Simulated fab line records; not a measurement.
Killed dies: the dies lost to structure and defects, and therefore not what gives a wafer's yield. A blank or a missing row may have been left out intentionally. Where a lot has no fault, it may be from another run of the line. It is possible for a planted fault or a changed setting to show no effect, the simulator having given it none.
fab line records    flow n5-finfet    part 1 of 2: steps 1 to 19 of 28
[record] lots = 5  wafers = 15  last-day = 18
route steps=1938 shown BEOL_M3@972
lots with no fault: from the same line, run without faults
start-h: hours from the record's first day to the start of the lot's first wafer shown    wait-h: hours from the lot's prior step to this one    " unchanged from the row above    L1.1+2: one row covering several wafers at once    - no value, or no start given    * or withheld: withheld    < > ~ a bound
route shown NAME@n: names a module that has steps shown in the file, with the first one's number in the route    usual: mean/standard deviation taken from wafers without a fault    same: alike in all rows    chamber/n: place in a boat    sites: per-site readings    _std_site: the values' standard deviation    _edge_site: inner sites' mean taken away from outer sites' mean    radius-mm: how far each site lies from the wafer's centre    mask NAME#n: copy n    behind: tool/chamber where the wafer was last shaped    hold: reason for holding the lot/hours on hold/outcome of the hold    device: which transistor (n, p or np) failed to switch    end of line: at the end of the route, the tests of the same wafers    a step given without rows: its recipe and nothing more    killed: not the wafer's yield, but the dies lost to structure and defects at the first sort    map: a wafer's dies, marking killed ones x, the rest . and places with no die _
set.NAME: the setting that was run; set.NAME@STEP: the one run at that earlier step    model.NAME: the simulator's own value behind a step, which no gauge read
certain route steps with their lots: each step a table, each wafer a row
services: the hour from which a tool's chamber was out of use, counted from the record's first day as start-h (under 0 if before that day), plus the number of hours and why
[[steps]]
[step N5_BEOL_M3_ALD_98]
[recipe] material = SiO2  target-thk-a = 25  temp-c = 100  ald-precursor-family = BDEAS  ald-co-reactant = O2-plasma  pulse-time-s = 1  co-reactant-pulse-time-s = 1  purge-time-s = 2  co-reactant-purge-time-s = 2  ald-cycles = 17  pressure-torr = 2
[usual] heater-power-outer-w = 40/3.1  heater-power-w = 75/6.7  precursor-pulse-height-rel = 0.998/0.02
lot.wafer  tool        chamber  start-h  wait-h  heater-power-outer-w  heater-power-w  precursor-pulse-height-rel
L079.3     ald-sin-03  3        182.79   0.3     45                    96              1.057
L079.4     "           1        "        "       38                    74              0.976
L079.5     "           2        "        "       37                    76              0.992
L089.1     ald-sin-01  0        249.15   0.3     36                    64              1.016
L089.2     "           3        "        "       40                    75              0.993
L089.4     "           1        "        "       37                    71              1.033
L095.1     ald-sin-01  3        265.44   0.1     40                    76              0.997
L095.5     "           0        "        "       35                    65              1.058
L095.6     "           3        "        "       40                    77              0.968
L096.1     ald-sin-01  0        289.80   0.4     35                    64              0.978
L096.2     "           2        "        "       41                    77              0.977
L096.4     "           1        "        "       39                    74              1.005
L097.2     ald-sin-04  1        291.12   0.1     43                    77              0.999
L097.3     "           2        "        "       43                    82              0.986
L097.6     "           2        "        "       43                    82              1.003
[step N5_BEOL_M3_ETCHBACK_99]
[recipe] chemistry = CHF3  target = SiO2  target-depth-a = 50  time-s = 10.4  source-w = 215  bias-w = 47  Ar_flow_sccm = 200  CHF3_flow_sccm = 12  ion-energy-ev = 100  pressure-mtorr = 30
[usual] drypump-motor-current-A = 5.7/0.48  oes-product-au = 0.78/0.079  rf-fwd-power-W = 212.5/1  rf-vpp-V = 239/4.2  showerhead-plenum-p-Torr = 2.10/0.039  throttle-valve-pct = 17.12/0.21
[same] time-s = 10.4
lot.wafer  tool         chamber  start-h  wait-h  drypump-motor-current-A  oes-product-au  rf-fwd-power-W  rf-hours-counter-h  rf-vpp-V  showerhead-plenum-p-Torr  throttle-valve-pct
L079.3     rie-diel-01  2        182.91   0.1     6.1                      0.94            213.4           10                  241       2.11                      17.01
L079.4     "            1        "        "       5.9                      0.87            209.8           66                  236       2.10                      16.88
L079.5     "            2        "        "       6.1                      0.94            212.5           -                   242       2.11                      17.02
L089.1     rie-diel-01  3        254.54   5.3     6.7                      0.72            213.1           178                 236       2.14                      17.09
L089.2     "            2        "        "       6.0                      0.89            212.4           34                  241       2.11                      17.07
L089.4     "            1        "        "       5.9                      0.85            211.6           88                  236       2.09                      16.93
L095.1     rie-diel-03  1        274.79   9.3     5.6                      0.95            213.6           3                   243       2.10                      17.14
L095.5     "            3        "        "       5.0                      0.69            213.4           -                   244       2.04                      17.24
L095.6     "            0        "        "       6.0                      0.86            212.1           -                   245       2.16                      16.95
L096.1     rie-diel-03  2        289.94   0.1     5.6                      0.70            213.5           218                 234       2.14                      17.60
L096.2     "            3        "        "       5.0                      0.70            214.1           234                 245       2.03                      17.25
L096.4     "            0        "        "       6.0                      0.86            212.6           58                  245       2.16                      16.97
L097.2     rie-diel-01  2        300.13   9.0     6.0                      0.86            212.6           54                  242       2.10                      17.11
L097.3     "            1        "        "       5.9                      0.82            209.7           106                 236       2.08                      16.96
L097.6     "            1        "        "       5.8                      0.82            210.4           -                   237       2.08                      16.95
[step N5_BEOL_M3_ETCH_70]
[recipe] chemistry = N2/H2  target = SOC  target-depth-a = 800  overetch-a = 160  mask-material = SiARC  temp-c = 40  time-s = 120  ion-energy-ev = 200  pressure-mtorr = 30  source-w = 840  bias-w = 150  n2-flow-sccm = 200  h2-flow-sccm = 200
[usual] drypump-motor-current-A = 5.7/0.48  oes-product-au = 0.60/0.059  rf-fwd-power-W = 835.6/2.9  rf-vpp-V = 522.1/1.6  showerhead-plenum-p-Torr = 2.48/0.053  throttle-valve-pct = 17.87/0.21
[same] time-s = 120
lot.wafer  tool         chamber  start-h  wait-h  drypump-motor-current-A  oes-product-au  rf-fwd-power-W  rf-hours-counter-h  rf-vpp-V  showerhead-plenum-p-Torr  throttle-valve-pct
L079.3     rie-diel-01  2        182.95   0.0     6.0                      0.71            835.7           10                  523.3     2.50                      17.94
L079.4     "            1        "        "       5.8                      0.66            834.0           66                  521.4     2.46                      17.48
L079.5     "            2        "        "       6.0                      0.71            841.8           -                   523.2     2.50                      17.97
L089.1     rie-diel-01  3        254.57   0.0     6.7                      0.55            831.5           178                 522.4     2.54                      17.90
L089.2     "            2        "        "       6.0                      0.68            837.3           34                  521.6     2.49                      18.00
L089.4     "            1        "        "       5.9                      0.64            832.3           88                  521.3     2.45                      17.52
L095.1     rie-diel-03  1        274.82   0.0     5.7                      0.73            842.2           3                   523.5     2.50                      18.00
L095.5     "            3        "        "       5.0                      0.54            839.7           -                   520.2     2.40                      17.96
L095.6     "            0        "        "       6.0                      0.65            838.4           -                   525.4     2.59                      17.93
L096.1     rie-diel-03  2        289.98   0.0     5.6                      0.55            835.7           218                 522.3     2.51                      18.23
L096.2     "            3        "        "       5.0                      0.54            836.9           234                 519.7     2.40                      17.95
L096.4     "            0        "        "       6.0                      0.65            835.7           58                  524.5     2.58                      17.93
L097.2     rie-diel-01  2        300.16   0.0     6.1                      0.65            836.5           54                  522.4     2.49                      18.04
L097.3     "            1        "        "       5.8                      0.62            830.2           106                 521.4     2.44                      17.54
L097.6     "            1        "        "       5.9                      0.63            830.0           -                   521.8     2.44                      17.53
[step N5_BEOL_M3_STRIP_71]
[recipe] chemistry = N2/H2  temp-c = 40  n2-flow-sccm = 200  h2-flow-sccm = 200  rf-frequency-hz = 6e+07
lot.wafer   tool         chamber  start-h  wait-h
L079.3+4+5  rie-diel-01  2,1,2    183.03   0.0
L089.1+2+4  rie-diel-01  3,2,1    254.65   0.0
L095.1+5+6  rie-diel-03  1,3,0    274.91   0.0
L096.1+2+4  rie-diel-03  2,3,0    290.06   0.0
L097.2+3+6  rie-diel-01  2,1,1    300.24   0.0
[step N5_BEOL_M3_STRIP_78]
[recipe] chemistry = N2/H2  temp-c = 40  n2-flow-sccm = 200  h2-flow-sccm = 200  rf-frequency-hz = 6e+07
lot.wafer   tool         chamber  start-h  wait-h
L079.3+4+5  rie-diel-01  2,1,2    183.04   0.0
L089.1+2+4  rie-diel-01  3,2,1    254.66   0.0
L095.1+5+6  rie-diel-03  1,3,0    274.92   0.0
L096.1+2+4  rie-diel-03  2,3,0    290.07   0.0
L097.2+3+6  rie-diel-01  2,1,1    300.25   0.0
[step N5_BEOL_M3_VIA_ETCH_34]
[recipe] chemistry = C4F6/O2  target-depth-a = 694  mask-material = SOC  pressure-mtorr = 15  ion-energy-ev = 250  taper-deg = 4  time-s = 65.9  source-w = 350  bias-w = 170  Ar_flow_sccm = 300  C4F6_flow_sccm = 10  O2_flow_sccm = 10
[usual] O2_flow_sccm = 9.99/0.031  drypump-motor-current-A = 5.7/0.48  oes-product-au = 0.78/0.079  rf-fwd-power-W = 346.9/1.5  rf-vpp-V = 660/12  showerhead-plenum-p-Torr = 2.77/0.051  throttle-valve-pct = 30.79/0.23
[same] time-s = 65.9
lot.wafer  tool         chamber  start-h  wait-h  O2_flow_sccm  drypump-motor-current-A  oes-product-au  rf-fwd-power-W  rf-hours-counter-h  rf-vpp-V  showerhead-plenum-p-Torr  throttle-valve-pct
L079.3     rie-diel-01  2        183.05   0.0     10.00         6.0                      0.93            347.4           10                  669       2.79                      31.02
L079.4     "            1        "        "       10.02         5.9                      0.86            344.4           66                  651       2.77                      30.57
L079.5     "            2        "        "       9.99          6.1                      0.94            347.3           -                   668       2.79                      31.01
L089.1     rie-diel-01  3        254.67   0.0     9.99          6.7                      0.72            349.1           178                 653       2.83                      30.83
L089.2     "            2        "        "       10.01         6.1                      0.88            346.3           34                  669       2.78                      31.05
L089.4     "            1        "        "       9.95          6.0                      0.85            345.6           88                  652       2.76                      30.59
L095.1     rie-diel-03  1        274.93   0.0     9.98          5.6                      0.96            347.9           3                   673       2.78                      30.93
L095.5     "            3        "        "       10.00         5.0                      0.70            348.2           -                   672       2.69                      30.73
L095.6     "            0        "        "       10.02         6.0                      0.86            345.1           -                   677       2.85                      30.59
L096.1     rie-diel-03  2        290.08   0.0     9.96          5.6                      0.70            349.7           218                 646       2.83                      31.32
L096.2     "            3        "        "       9.94          5.0                      0.69            347.9           234                 674       2.69                      30.73
L096.4     "            0        "        "       10.01         6.0                      0.86            347.0           58                  677       2.85                      30.59
L097.2     rie-diel-01  2        300.26   0.0     10.01         6.0                      0.85            346.9           54                  669       2.77                      31.07
L097.3     "            1        "        "       10.01         5.9                      0.82            344.6           107                 652       2.75                      30.62
L097.6     "            1        "        "       10.02         5.9                      0.82            344.9           -                   651       2.75                      30.61
[step N5_BEOL_M3_STRIP_83]
[recipe] chemistry = C4F6/O2  resist = SiARC  rf-frequency-hz = 6e+07
lot.wafer   tool         chamber  start-h  wait-h
L079.3+4+5  rie-diel-01  2,1,2    183.10   0.0
L089.1+2+4  rie-diel-01  3,2,1    254.72   0.0
L095.1+5+6  rie-diel-03  1,3,0    274.98   0.0
L096.1+2+4  rie-diel-03  2,3,0    290.13   0.0
L097.2+3+6  rie-diel-01  2,1,1    300.32   0.0
[step N5_BEOL_M3_STRIP_36]
[recipe] chemistry = N2/H2  power-w = 450  temp-c = 40  pressure-mtorr = 20  rf-frequency-hz = 6e+07  overash-fraction = 0.3  bias-power-w = 7  h2-frac = 0.5  n2-flow-sccm = 200  h2-flow-sccm = 200
[usual] drypump-motor-current-A = 5.7/0.48  oes-product-au = 0.78/0.079  rf-vpp-V = 59.0/1.4  showerhead-plenum-p-Torr = 2.47/0.053  throttle-valve-pct = 23.69/0.25
lot.wafer  tool         chamber  start-h  wait-h  drypump-motor-current-A  oes-product-au  rf-hours-counter-h  rf-vpp-V  showerhead-plenum-p-Torr  throttle-valve-pct
L079.3     rie-diel-01  2        183.11   0.0     6.0                      0.93            10                  60.7      2.50                      24.11
L079.4     "            1        "        "       5.8                      0.85            66                  59.4      2.45                      23.20
L079.5     "            2        "        "       6.1                      0.94            -                   60.5      2.50                      24.11
L089.1     rie-diel-01  3        254.73   0.0     6.7                      0.72            178                 59.3      2.53                      23.77
L089.2     "            2        "        "       6.0                      0.86            34                  59.5      2.49                      24.13
L089.4     "            1        "        "       5.8                      0.84            88                  59.9      2.44                      23.24
L095.1     rie-diel-03  1        274.99   0.0     5.7                      0.95            3                   60.2      2.50                      23.92
L095.5     "            3        "        "       5.0                      0.70            -                   59.4      2.40                      23.71
L095.6     "            0        "        "       6.0                      0.87            -                   60.2      2.58                      23.86
L096.1     rie-diel-03  2        290.14   0.0     5.6                      0.70            218                 58.4      2.51                      23.96
L096.2     "            3        "        "       5.0                      0.69            234                 56.3      2.40                      23.68
L096.4     "            0        "        "       6.0                      0.86            58                  61.3      2.58                      23.88
L097.2     rie-diel-01  2        300.33   0.0     6.0                      0.84            54                  58.7      2.48                      24.16
L097.3     "            1        "        "       5.9                      0.83            107                 57.0      2.44                      23.27
L097.6     "            1        "        "       5.9                      0.81            -                   55.6      2.44                      23.25
[step N5_BEOL_M3_TRENCH_ETCH_37]
[recipe] chemistry = C4F6/O2  target-depth-a = 555.55  target = SiOC  time-s = 29.2  ion-energy-ev = 250  pressure-mtorr = 30  source-w = 355  bias-w = 185  Ar_flow_sccm = 300  C4F6_flow_sccm = 10  O2_flow_sccm = 10
[usual] O2_flow_sccm = 10.001/0.028  drypump-motor-current-A = 5.7/0.48  oes-product-au = 0.78/0.08  rf-fwd-power-W = 349.7/1.9  rf-vpp-V = 660/12  showerhead-plenum-p-Torr = 2.78/0.051  throttle-valve-pct = 20.91/0.2
[same] time-s = 29.2
lot.wafer  tool         chamber  start-h  wait-h  O2_flow_sccm  drypump-motor-current-A  oes-product-au  rf-fwd-power-W  rf-hours-counter-h  rf-vpp-V  showerhead-plenum-p-Torr  throttle-valve-pct
L079.3     rie-diel-01  2        -        -       10.016        6.0                      0.94            349.2           10                  667       2.80                      20.90
L079.4     "            1        "        "       9.983         5.9                      0.87            345.3           66                  652       2.77                      20.67
L079.5     "            2        "        "       9.961         6.1                      0.94            351.1           -                   669       2.80                      20.90
L089.1     rie-diel-01  3        -        -       9.996         6.7                      0.73            351.9           178                 652       2.83                      20.86
L089.2     "            2        "        "       10.006        6.1                      0.88            353.0           34                  668       2.79                      20.93
L089.4     "            1        "        "       10.070        5.9                      0.85            348.0           88                  652       2.76                      20.72
L095.1     rie-diel-03  1        -        -       10.032        5.7                      0.96            350.0           3                   673       2.78                      20.97
L095.5     "            3        "        "       10.043        5.0                      0.69            350.6           -                   674       2.70                      20.97
L095.6     "            0        "        "       10.027        6.0                      0.86            349.0           -                   677       2.86                      20.77
L096.1     rie-diel-03  2        -        -       9.993         5.6                      0.70            352.9           218                 647       2.84                      21.42
L096.2     "            3        "        "       9.981         5.0                      0.69            354.3           234                 673       2.70                      20.98
L096.4     "            0        "        "       9.987         6.0                      0.85            348.8           58                  677       2.86                      20.77
L097.2     rie-diel-01  2        -        -       9.927         6.1                      0.86            351.1           54                  667       2.78                      20.95
L097.3     "            1        "        "       10.018        5.9                      0.82            346.3           107                 653       2.76                      20.74
L097.6     "            1        "        "       9.979         5.9                      0.82            345.9           -                   651       2.76                      20.72
[step N5_BEOL_M3_ETCH_41]
[recipe] chemistry = CH3F/O2  target = SiCN  target-depth-a = 299  taper-deg = 2  time-s = 52.5  ion-energy-ev = 120  mask-material = TiN  pressure-mtorr = 30  source-w = 395  bias-w = 75  Ar_flow_sccm = 150  CH3F_flow_sccm = 30  O2_flow_sccm = 20
[usual] O2_flow_sccm = 20.00/0.065  drypump-motor-current-A = 5.7/0.47  oes-product-au = 0.78/0.079  rf-fwd-power-W = 390.8/1.8  rf-vpp-V = 296.4/1.3  showerhead-plenum-p-Torr = 1.95/0.039  throttle-valve-pct = 16.37/0.21
[same] time-s = 52.5
lot.wafer  tool         chamber  start-h  wait-h  O2_flow_sccm  drypump-motor-current-A  oes-product-au  rf-fwd-power-W  rf-hours-counter-h  rf-vpp-V  showerhead-plenum-p-Torr  throttle-valve-pct
L079.3     rie-diel-01  2        -        -       20.09         6.0                      0.93            391.7           10                  297.4     1.97                      16.26
L079.4     "            1        "        "       20.00         5.9                      0.87            390.0           66                  296.7     1.94                      16.11
L079.5     "            2        "        "       20.08         6.0                      0.94            391.4           -                   296.2     1.97                      16.27
L089.1     rie-diel-01  3        -        -       19.97         6.7                      0.73            391.9           179                 297.6     1.99                      16.34
L089.2     "            2        "        "       19.97         6.1                      0.89            391.9           34                  297.9     1.96                      16.32
L089.4     "            1        "        "       20.06         5.9                      0.84            387.9           88                  297.0     1.94                      16.14
L095.1     rie-diel-03  1        -        -       19.98         5.7                      0.95            392.6           3                   296.4     1.95                      16.37
L095.5     "            3        "        "       19.98         5.0                      0.69            391.3           -                   295.3     1.89                      16.48
L095.6     "            0        "        "       20.03         6.0                      0.86            391.4           -                   298.2     2.02                      16.27
L096.1     rie-diel-03  2        -        -       19.96         5.6                      0.69            392.4           218                 296.8     1.99                      16.85
L096.2     "            3        "        "       19.94         5.0                      0.69            391.9           234                 295.1     1.89                      16.48
L096.4     "            0        "        "       19.83         6.0                      0.85            388.4           58                  300.0     2.01                      16.25
L097.2     rie-diel-01  2        -        -       19.99         6.0                      0.85            392.1           54                  295.7     1.95                      16.35
L097.3     "            1        "        "       19.92         5.8                      0.83            388.5           107                 295.8     1.93                      16.19
L097.6     "            1        "        "       20.03         5.8                      0.81            389.0           -                   296.4     1.93                      16.18
[step N5_BEOL_M3_STRIP_97]
[recipe] chemistry = N2/H2  time-s = 10  power-w = 450  temp-c = 40  pressure-mtorr = 20  rf-frequency-hz = 6e+07  bias-power-w = 7  n2-flow-sccm = 200  h2-flow-sccm = 200
[usual] drypump-motor-current-A = 5.7/0.48  oes-product-au = 0.78/0.079  rf-vpp-V = 59.0/0.79  showerhead-plenum-p-Torr = 2.47/0.053  throttle-valve-pct = 23.70/0.25
[same] time-s = 10
lot.wafer  tool         chamber  start-h  wait-h  drypump-motor-current-A  oes-product-au  rf-hours-counter-h  rf-vpp-V  showerhead-plenum-p-Torr  throttle-valve-pct
L079.3     rie-diel-01  2        -        -       6.0                      0.93            10                  59.0      2.50                      24.08
L079.4     "            1        "        "       5.9                      0.87            66                  58.5      2.45                      23.21
L079.5     "            2        "        "       6.0                      0.94            -                   58.6      2.50                      24.09
L089.1     rie-diel-01  3        -        -       6.7                      0.71            179                 58.6      2.53                      23.75
L089.2     "            2        "        "       6.0                      0.87            34                  59.2      2.49                      24.11
L089.4     "            1        "        "       5.9                      0.84            88                  60.7      2.44                      23.24
L095.1     rie-diel-03  1        -        -       5.7                      0.95            3                   58.3      2.50                      23.91
L095.5     "            3        "        "       5.0                      0.69            -                   60.8      2.40                      23.68
L095.6     "            0        "        "       6.0                      0.87            -                   58.6      2.58                      23.89
L096.1     rie-diel-03  2        -        -       5.6                      0.70            218                 58.4      2.51                      23.98
L096.2     "            3        "        "       5.0                      0.70            234                 58.4      2.40                      23.69
L096.4     "            0        "        "       6.0                      0.88            58                  58.9      2.58                      23.87
L097.2     rie-diel-01  2        -        -       6.0                      0.85            54                  59.0      2.48                      24.16
L097.3     "            1        "        "       5.8                      0.82            107                 57.5      2.44                      23.28
L097.6     "            1        "        "       5.9                      0.82            -                   58.8      2.44                      23.26
[step N5_BEOL_M3_OCD_MEAS_38]
[usual] trench-depth-nm = 55.5/0.96
lot.wafer  tool    chamber  start-h  wait-h  trench-depth-nm
L079.3     ocd-01  -        183.31   -       56.3
L079.4     "       -        "        "       55.5
L079.5     "       -        "        "       55.5
L089.1     ocd-02  -        254.93   -       56.5
L089.2     "       -        "        "       56.3
L089.4     "       -        "        "       56.4
L095.1     ocd-01  -        275.18   -       55.0
L095.5     "       -        "        "       54.6
L095.6     "       -        "        "       55.9
L096.1     ocd-01  -        290.33   -       53.5
L096.2     "       -        "        "       54.2
L096.4     "       -        "        "       54.9
L097.2     ocd-02  -        300.52   -       56.6
L097.3     "       -        "        "       55.6
L097.6     "       -        "        "       56.6
[step N5_BEOL_M3_HM_STRIP_39]
[recipe] chemistry = peroxide-tin-strip  material = TiN  target-depth-a = 250  temp-c = 50  time-s = 158
[same] time-s = 158
lot.wafer   tool          chamber  start-h  wait-h
L079.3+4+5  wet-bench-05  4,3,2    183.34   0.0
L089.1+2+4  wet-bench-05  2,5,0    254.96   0.0
L095.1+5+6  wet-bench-01  6,3,0    275.21   0.0
L096.1+2+4  wet-bench-05  3,4,0    290.36   0.0
L097.2+3+6  wet-bench-01  1,2,3    300.55   0.0
[step N5_BEOL_M3_SRD_40]
[recipe] time-s = 30  temp-c = 23  rinse-liquid = diw  dry = ipa-marangoni
[same] time-s = 30
lot.wafer   tool          chamber  start-h  wait-h
L079.3+4+5  wet-bench-05  4,3,2    183.38   0.0
L089.1+2+4  wet-bench-05  2,5,0    255.01   0.0
L095.1+5+6  wet-bench-01  6,3,0    275.26   0.0
L096.1+2+4  wet-bench-05  3,4,0    290.41   0.0
L097.2+3+6  wet-bench-01  1,2,3    300.60   0.0
[step N5_BEOL_M3_PRECLEAN_42]
[recipe] chemistry = residue-remover  time-s = 60  temp-c = 40
[same] time-s = 60
lot.wafer   tool          chamber  start-h  wait-h
L079.3+4+5  wet-bench-05  4,3,2    183.40   0.0
L089.1+2+4  wet-bench-05  2,5,0    255.02   0.0
L095.1+5+6  wet-bench-01  6,3,0    275.27   0.0
L096.1+2+4  wet-bench-05  3,4,0    290.43   0.0
L097.2+3+6  wet-bench-01  1,2,3    300.61   0.0
[step N5_BEOL_M3_SRD_43]
[recipe] time-s = 30  temp-c = 23  rinse-liquid = diw  dry = ipa-marangoni
[same] time-s = 30
lot.wafer   tool          chamber  start-h  wait-h
L079.3+4+5  wet-bench-05  4,3,2    183.42   0.0
L089.1+2+4  wet-bench-05  2,5,0    255.04   0.0
L095.1+5+6  wet-bench-01  6,3,0    275.29   0.0
L096.1+2+4  wet-bench-05  3,4,0    290.44   0.0
L097.2+3+6  wet-bench-01  1,2,3    300.63   0.0
[step N5_BEOL_M3_CD_MEAS_35]
[recipe] target-cd-nm = 18  target-cd-y-nm = 21  polarity = opening
[usual] cd-nm = 18.1/0.32
lot.wafer  tool       chamber  start-h  wait-h  cd-nm
L079.3     cd-sem-01  -        183.46   0.0     18.4
L079.4     "          -        "        "       18.2
L079.5     "          -        "        "       18.4
L089.1     cd-sem-03  -        255.08   0.0     17.5
L089.2     "          -        "        "       17.7
L089.4     "          -        "        "       17.6
L095.1     cd-sem-02  -        275.33   0.0     17.8
L095.5     "          -        "        "       18.3
L095.6     "          -        "        "       17.9
L096.1     cd-sem-02  -        290.48   0.0     18.1
L096.2     "          -        "        "       17.7
L096.4     "          -        "        "       18.0
L097.2     cd-sem-01  -        300.67   0.0     18.4
L097.3     "          -        "        "       18.4
L097.6     "          -        "        "       18.1
[step N5_BEOL_M3_DEGAS_44]
[recipe] ambient = vacuum  temp-c = 250  time-s = 60
[usual] heater-power-w = 333/26
[same] time-s = 60
lot.wafer  tool            chamber  start-h  wait-h  heater-power-w
L079.3     pvd-sputter-01  -        183.50   0.0     336
L079.4     "               -        "        "       312
L079.5     "               -        "        "       334
L089.1     pvd-sputter-02  -        255.27   0.2     357
L089.2     "               -        "        "       316
L089.4     "               -        "        "       306
L095.1     pvd-sputter-02  -        275.97   0.6     333
L095.5     "               -        "        "       315
L095.6     "               -        "        "       338
L096.1     pvd-sputter-01  -        290.52   0.0     319
L096.2     "               -        "        "       324
L096.4     "               -        "        "       333
L097.2     pvd-sputter-03  -        300.75   0.1     325
L097.3     "               -        "        "       397
L097.6     "               -        "        "       384
[step N5_BEOL_M3_PRE_CLEAN_45]
[recipe] gas = H2/He  time-s = 30  temp-c = 250
[usual] heater-power-w = 333/25
[same] time-s = 30
lot.wafer  tool            chamber  start-h  wait-h  heater-power-w
L079.3     pvd-sputter-01  -        183.54   0.0     332
L079.4     "               -        "        "       315
L079.5     "               -        "        "       336
L089.1     pvd-sputter-02  -        255.31   0.0     357
L089.2     "               -        "        "       312
L089.4     "               -        "        "       309
L095.1     pvd-sputter-02  -        276.01   0.0     336
L095.5     "               -        "        "       311
L095.6     "               -        "        "       328
L096.1     pvd-sputter-01  -        290.56   0.0     316
L096.2     "               -        "        "       325
L096.4     "               -        "        "       338
L097.2     pvd-sputter-03  -        300.79   0.0     324
L097.3     "               -        "        "       385
L097.6     "               -        "        "       388
